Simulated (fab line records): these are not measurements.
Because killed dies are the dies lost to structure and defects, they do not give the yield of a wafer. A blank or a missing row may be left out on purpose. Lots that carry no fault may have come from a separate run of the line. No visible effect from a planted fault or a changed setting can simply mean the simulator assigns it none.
fab line records -- flow nand-harc
record: lots: 6, wafers: 18, last-day: 24
route steps=1159 shown A_SOURCE_PLATE@414 A_ONON_D1@424 END@1159
lots untouched by any fault: they come from a run of this same line in which no faults occurred
start-h: hours from the record's opening day to when the first of the lot's shown wafers began -- wait-h: how many hours have passed since the lot's step before this one -- " same as the row above -- L1.1+2: a row that stands for several wafers -- - no value present, or no start provided -- * or withheld: withheld -- < > ~ a bound
route shown NAME@n: NAME is a module with steps in the file, n the number in the route of the first one -- usual: the fault-free wafers' mean and standard deviation -- same: alike in all rows -- chamber/n: place in a boat -- sites: readings site by site -- _std_site: standard deviation across them -- _edge_site: the outer-site mean with the inner-site mean subtracted -- radius-mm: for every site, how far away it sits from the centre of the wafer -- mask NAME#n: copy n -- behind: the most recent tool/chamber to have shaped the wafer -- hold: the reason the lot was held/the length of the hold in hours/how it ended -- device: the n, p or np transistor that did not switch -- end of line: the same wafers' tests at the end of the route -- a step without rows: its recipe alone -- killed: dies lost to structure and defects at the first sort, not the wafer's yield -- map: the dies of a wafer, with x for killed, . for not killed, _ for no die there
set.NAME: the run value of the setting; set.NAME@STEP: its run value at that earlier step -- model.NAME: the simulator's own value behind a step, which no gauge read
lots at some steps of the route; a table a step, a row a wafer
services: a tool's chamber out of use, with start hour (start-h, from the record's first day; less than 0 if before it), hours out, and reason
== steps ==
step: NHARC_A_SOURCE_PLATE_SRD_01
step: NHARC_A_SOURCE_PLATE_OXIDE_02
recipe: target-thk-a: 100, temp-c: 900, ox-time-s: 1362, material: SiO2
step: NHARC_A_SOURCE_PLATE_THK_MEAS_09
recipe: thk-meas-gauge: ellipsometry
usual: thk-nm: 9.8/0.95
lot.wafer,tool,chamber,start-h,wait-h,thk-nm
L436.1,film-metro-02,-,136.35,0.4,10.0
L436.2,film-metro-02,-,136.35,0.4,8.1
L436.5,film-metro-02,-,136.35,0.4,10.6
L438.2,film-metro-02,-,159.65,0.4,10.0
L438.5,film-metro-02,-,159.65,0.4,10.7
L438.6,film-metro-02,-,159.65,0.4,8.0
L444.2,film-metro-02,-,197.25,0.4,9.1
L444.4,film-metro-02,-,197.25,0.4,10.3
L444.6,film-metro-02,-,197.25,0.4,10.1
L450.1,film-metro-02,-,234.58,0.4,11.8
L450.3,film-metro-02,-,234.58,0.4,10.7
L450.6,film-metro-02,-,234.58,0.4,9.1
L452.1,film-metro-02,-,244.68,0.4,8.9
L452.2,film-metro-02,-,244.68,0.4,9.1
L452.4,film-metro-02,-,244.68,0.4,8.8
L455.3,film-metro-01,-,265.20,0.4,8.8
L455.4,film-metro-01,-,265.20,0.4,7.9
L455.6,film-metro-01,-,265.20,0.4,8.1
step: NHARC_A_SOURCE_PLATE_PVD_04
recipe: target-thk-a: 500, material: WSi2
step: NHARC_A_SOURCE_PLATE_CVD_03
recipe: target-thk-a: 2000, temp-c: 620, pressure-mtorr: 200, time-s: 4000, material: poly-Si
step: NHARC_A_SOURCE_PLATE_ANNEAL_05
recipe: temp-c: 850, time-s: 1800
step: NHARC_A_SOURCE_PLATE_THK_MEAS_06
recipe: thk-meas-gauge: ellipsometry
usual: thk-nm: 199.7/2.2
lot.wafer,tool,chamber,start-h,wait-h,thk-nm
L436.1,film-metro-01,-,149.45,0.4,198.4
L436.2,film-metro-01,-,149.45,0.4,198.5
L436.5,film-metro-01,-,149.45,0.4,199.9
L438.2,film-metro-02,-,174.33,0.4,202.5
L438.5,film-metro-02,-,174.33,0.4,202.5
L438.6,film-metro-02,-,174.33,0.4,201.9
L444.2,film-metro-01,-,210.09,0.4,200.6
L444.4,film-metro-01,-,210.09,0.4,200.7
L444.6,film-metro-01,-,210.09,0.4,199.7
L450.1,film-metro-02,-,250.59,0.4,201.8
L450.3,film-metro-02,-,250.59,0.4,201.1
L450.6,film-metro-02,-,250.59,0.4,202.9
L452.1,film-metro-01,-,257.89,0.4,195.3
L452.2,film-metro-01,-,257.89,0.4,196.3
L452.4,film-metro-01,-,257.89,0.4,197.1
L455.3,film-metro-02,-,280.10,0.4,200.7
L455.4,film-metro-02,-,280.10,0.4,197.7
L455.6,film-metro-02,-,280.10,0.4,200.9
step: NHARC_A_SOURCE_PLATE_INSPECT_08
usual: raw-defect-count: 64/26
lot.wafer,tool,chamber,start-h,wait-h,raw-defect-count
L436.1,defect-inspect-02,-,149.51,0.0,58
L436.2,defect-inspect-02,-,149.51,0.0,67
L436.5,defect-inspect-02,-,149.51,0.0,53
L438.2,defect-inspect-02,-,174.39,0.0,41
L438.5,defect-inspect-02,-,174.39,0.0,54
L438.6,defect-inspect-02,-,174.39,0.0,37
L444.2,defect-inspect-02,-,210.16,0.0,55
L444.4,defect-inspect-02,-,210.16,0.0,48
L444.6,defect-inspect-02,-,210.16,0.0,32
L450.1,defect-inspect-01,-,250.69,0.0,82
L450.3,defect-inspect-01,-,250.69,0.0,53
L450.6,defect-inspect-01,-,250.69,0.0,97
L452.1,defect-inspect-02,-,257.96,0.0,30
L452.2,defect-inspect-02,-,257.96,0.0,50
L452.4,defect-inspect-02,-,257.96,0.0,64
L455.3,defect-inspect-02,-,280.18,0.0,56
L455.4,defect-inspect-02,-,280.18,0.0,62
L455.6,defect-inspect-02,-,280.18,0.0,67
step: NHARC_A_ONON_D1_DEP_00
recipe: target-thk-a: 10000, n2-flow-sccm: 2750, n2o-flow-sccm: 2000, nh3-flow-sccm: 500, sih4-flow-sccm: 210, temp-c: 400
step: NHARC_A_ONON_D1_THK_MEAS_02
recipe: thk-meas-gauge: ellipsometry
usual: thk-nm: 1003/8.4
lot.wafer,tool,chamber,start-h,wait-h,thk-nm
L436.1,film-metro-01,-,150.30,-,1003
L436.2,film-metro-01,-,150.30,-,1001
L436.5,film-metro-01,-,150.30,-,1002
L438.2,film-metro-02,-,174.97,-,1002
L438.5,film-metro-02,-,174.97,-,1003
L438.6,film-metro-02,-,174.97,-,1003
L444.2,film-metro-01,-,210.73,-,1000
L444.4,film-metro-01,-,210.73,-,998
L444.6,film-metro-01,-,210.73,-,999
L450.1,film-metro-01,-,251.27,-,1005
L450.3,film-metro-01,-,251.27,-,1003
L450.6,film-metro-01,-,251.27,-,1005
L452.1,film-metro-02,-,258.53,-,978
L452.2,film-metro-02,-,258.53,-,980
L452.4,film-metro-02,-,258.53,-,980
L455.3,film-metro-01,-,280.76,-,985
L455.4,film-metro-01,-,280.76,-,985
L455.6,film-metro-01,-,280.76,-,984
step: NHARC_A_ONON_D1_DEP_03
recipe: target-thk-a: 10000, n2-flow-sccm: 2750, n2o-flow-sccm: 2000, nh3-flow-sccm: 500, sih4-flow-sccm: 210, temp-c: 400
lot.wafer,tool,chamber,start-h,wait-h
L436.1+2+5,pecvd-onon-04,0,150.49,0.2
L438.2+5+6,pecvd-onon-01,0,175.09,0.1
L444.2+4+6,pecvd-onon-04,0,210.85,0.1
L450.1+3+6,pecvd-onon-03,0,251.32,0.1
L452.1+2+4,pecvd-onon-03,0,258.59,0.1
L455.3+4+6,pecvd-onon-03,0,280.93,0.2
step: NHARC_A_ONON_D1_THK_MEAS_05
recipe: thk-meas-gauge: ellipsometry
usual: thk-nm: 999/10
lot.wafer,tool,chamber,start-h,wait-h,thk-nm
L436.1,film-metro-01,-,151.00,-,996
L436.2,film-metro-01,-,151.00,-,996
L436.5,film-metro-01,-,151.00,-,997
L438.2,film-metro-01,-,175.55,-,1009
L438.5,film-metro-01,-,175.55,-,1010
L438.6,film-metro-01,-,175.55,-,1008
L444.2,film-metro-02,-,211.30,-,993
L444.4,film-metro-02,-,211.30,-,992
L444.6,film-metro-02,-,211.30,-,993
L450.1,film-metro-01,-,251.83,-,1003
L450.3,film-metro-01,-,251.83,-,1005
L450.6,film-metro-01,-,251.83,-,1005
L452.1,film-metro-01,-,259.10,-,1598
L452.2,film-metro-01,-,259.10,-,1597
L452.4,film-metro-01,-,259.10,-,1599
L455.3,film-metro-01,-,281.33,-,1581
L455.4,film-metro-01,-,281.33,-,1581
L455.6,film-metro-01,-,281.33,-,1581
step: NHARC_A_ONON_D1_DEP_06
recipe: target-thk-a: 10000, n2-flow-sccm: 2750, n2o-flow-sccm: 2000, nh3-flow-sccm: 500, sih4-flow-sccm: 210, temp-c: 400
step: NHARC_END_SORT_01
recipe: temp-c: 25
usual: killed-at-array: 29/13, killed-at-other: 0.7/1, killed-at-periphery: 3.2/2.3, killed-dies: 33/13, killed-open: 3.3/1.7, killed-short: 2.0/1.5
same: gross-dies: 677
lot.wafer,tool,chamber,start-h,wait-h,killed-at-array,killed-at-other,killed-at-periphery,killed-dies,killed-open,killed-short
L452.1,prober-02,0,544.13,2.5,674,1,2,677,2,3
L452.2,prober-02,0,544.92,2.7,676,1,0,677,2,1
L452.4,prober-02,0,546.50,3.3,676,0,1,677,6,1
L455.3,prober-02,0,566.10,3.1,674,2,1,677,3,3
L455.4,prober-02,0,566.90,3.4,672,1,4,677,2,3
L455.6,prober-02,0,568.49,4.0,666,4,7,677,7,4
killed by level:class
L452.1 A_ONON_D1:area-dep=650 A_SLIT:chamber-film-flake=11 A_CHANNEL_HOLE_D1:chamber-film-flake=5 A_CONTACT:chamber-film-flake=3 P_M0:geometric-particle:short=1 A_CHANNEL_HOLE_D1:geometric-particle:open=1 A_CHANNEL_FILL_D1:geometric-particle:short=1 A_WL_FILL:geometric-particle:short=1
L452.2 A_ONON_D1:area-dep=660 A_SLIT:chamber-film-flake=9 A_CHANNEL_HOLE_D1:chamber-film-flake=2 A_SOURCE_PLATE:geometric-particle:open=1 A_CHANNEL_HOLE_D1:geometric-particle:open=1 A_CHANNEL_FILL_D1:geometric-particle:short=1 A_WL_FILL:chamber-film-flake=1 A_CONTACT:chamber-film-flake=1
L452.4 A_ONON_D1:area-dep=639 A_SLIT:chamber-film-flake=20 A_CONTACT:chamber-film-flake=7 A_CONTACT:geometric-particle:open=4 A_CHANNEL_HOLE_D1:chamber-film-flake=2 A_ONON_D1:geometric-particle:open=1 A_CHANNEL_HOLE_D1:geometric-particle:open=1 A_CHANNEL_HOLE_D1:geometric-particle:short=1
L455.3 A_ONON_D1:area-dep=605 A_CHANNEL_HOLE_D1:chamber-film-flake=28 A_SLIT:chamber-film-flake=25 A_CONTACT:chamber-film-flake=3 A_M1:chamber-film-flake=3 A_M0:geometric-particle:open=2 A_BLC:chamber-film-flake=2 A_STAIRCASE:chamber-film-flake=2
L455.4 A_ONON_D1:area-dep=623 A_CHANNEL_HOLE_D1:chamber-film-flake=20 A_SLIT:chamber-film-flake=17 A_CONTACT:chamber-film-flake=3 A_BLC:chamber-film-flake=3 P_M0:chamber-film-flake=2 A_STAIRCASE:chamber-film-flake=2 P_GATE:geometric-particle:short=1
L455.6 A_ONON_D1:area-dep=606 A_SLIT:chamber-film-flake=23 A_CHANNEL_HOLE_D1:chamber-film-flake=20 A_BLC:chamber-film-flake=4 THIN_TSV:chamber-film-flake=4 A_WL_FILL:geometric-particle:short=3 P_M0:chamber-film-flake=3 A_CONTACT:chamber-film-flake=3
map L452.1 (x killed, . not)
____________x____________
_________xxxxxxx_________
_______xxxxxxxxxxx_______
______xxxxxxxxxxxxx______
_____xxxxxxxxxxxxxxx_____
____xxxxxxxxxxxxxxxxx____
____xxxxxxxxxxxxxxxxx____
___xxxxxxxxxxxxxxxxxxx___
___xxxxxxxxxxxxxxxxxxx___
__xxxxxxxxxxxxxxxxxxxxx__
__xxxxxxxxxxxxxxxxxxxxx__
_xxxxxxxxxxxxxxxxxxxxxxx_
_xxxxxxxxxxxxxxxxxxxxxxx_
_xxxxxxxxxxxxxxxxxxxxxxx_
_xxxxxxxxxxxxxxxxxxxxxxx_
_xxxxxxxxxxxxxxxxxxxxxxx_
xxxxxxxxxxxxxxxxxxxxxxxxx
xxxxxxxxxxxxxxxxxxxxxxxxx
xxxxxxxxxxxxxxxxxxxxxxxxx
xxxxxxxxxxxxxxxxxxxxxxxxx
xxxxxxxxxxxxxxxxxxxxxxxxx
_xxxxxxxxxxxxxxxxxxxxxxx_
_xxxxxxxxxxxxxxxxxxxxxxx_
_xxxxxxxxxxxxxxxxxxxxxxx_
_xxxxxxxxxxxxxxxxxxxxxxx_
_xxxxxxxxxxxxxxxxxxxxxxx_
__xxxxxxxxxxxxxxxxxxxxx__
__xxxxxxxxxxxxxxxxxxxxx__
___xxxxxxxxxxxxxxxxxxx___
___xxxxxxxxxxxxxxxxxxx___
____xxxxxxxxxxxxxxxxx____
____xxxxxxxxxxxxxxxxx____
_____xxxxxxxxxxxxxxx_____
______xxxxxxxxxxxxx______
_______xxxxxxxxxxx_______
_________xxxxxxx_________
____________x____________
map L455.3 (x killed, . not)
____________x____________
_________xxxxxxx_________
_______xxxxxxxxxxx_______
______xxxxxxxxxxxxx______
_____xxxxxxxxxxxxxxx_____
____xxxxxxxxxxxxxxxxx____
____xxxxxxxxxxxxxxxxx____
___xxxxxxxxxxxxxxxxxxx___
___xxxxxxxxxxxxxxxxxxx___
__xxxxxxxxxxxxxxxxxxxxx__
__xxxxxxxxxxxxxxxxxxxxx__
_xxxxxxxxxxxxxxxxxxxxxxx_
_xxxxxxxxxxxxxxxxxxxxxxx_
_xxxxxxxxxxxxxxxxxxxxxxx_
_xxxxxxxxxxxxxxxxxxxxxxx_
_xxxxxxxxxxxxxxxxxxxxxxx_
xxxxxxxxxxxxxxxxxxxxxxxxx
xxxxxxxxxxxxxxxxxxxxxxxxx
xxxxxxxxxxxxxxxxxxxxxxxxx
xxxxxxxxxxxxxxxxxxxxxxxxx
xxxxxxxxxxxxxxxxxxxxxxxxx
_xxxxxxxxxxxxxxxxxxxxxxx_
_xxxxxxxxxxxxxxxxxxxxxxx_
_xxxxxxxxxxxxxxxxxxxxxxx_
_xxxxxxxxxxxxxxxxxxxxxxx_
_xxxxxxxxxxxxxxxxxxxxxxx_
__xxxxxxxxxxxxxxxxxxxxx__
__xxxxxxxxxxxxxxxxxxxxx__
___xxxxxxxxxxxxxxxxxxx___
___xxxxxxxxxxxxxxxxxxx___
____xxxxxxxxxxxxxxxxx____
____xxxxxxxxxxxxxxxxx____
_____xxxxxxxxxxxxxxx_____
______xxxxxxxxxxxxx______
_______xxxxxxxxxxx_______
_________xxxxxxx_________
____________x____________
== services ==
tool,chamber,start-h,hours,kind
pecvd-onon-03,-,153.00,13.0,pm
pecvd-onon-03,-,180.71,3.5,repair
pecvd-onon-01,-,195.31,13.0,pm
pecvd-onon-04,-,237.00,13.0,pm
== key ==
first-sign: step: NHARC_A_ONON_D1_THK_MEAS_05, reading: thk-nm, direction: up, sigmas: 58, usual: 999, struck: 1589
effect: step: NHARC_END_SORT_01, reading: killed-at-array, direction: up, sigmas: 50, usual: 29, struck: 673
more-kills-born-at: NHARC_A_ONON_D1_DEP_03@pecvd-onon-03: 3783
met-at NHARC_A_ONON_D1_DEP_03
struck-wafers L452.1,L452.2,L452.4,L455.3,L455.4,L455.6
later-rows-left-out L452.1,L452.2,L452.4,L455.3,L455.4,L455.6
tester-left-out L452,L455
onset-between 251.32 258.59
also-fits time
fault: kind: process-parameter-drift, tool: pecvd-onon-03, chamber: 0, onset-h: 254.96, steps: NHARC_A_ONON_D1_DEP_03, channel: target-thk-a, offset: *, shape: step, end-h: 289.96, acts-in: *, stated: *
tester-left-out: of these lots the tester's yield and bins aren't shown, on N5 and GAA mostly nor the transistor test; their killed dies are dies lost to structure and defects alone, not to doping, threshold or leakage, so they don't give the yield
later-rows-left-out: the simulator's readings of these wafers behind a module that went badly wrong aren't trusted and aren't shown, but for the sort
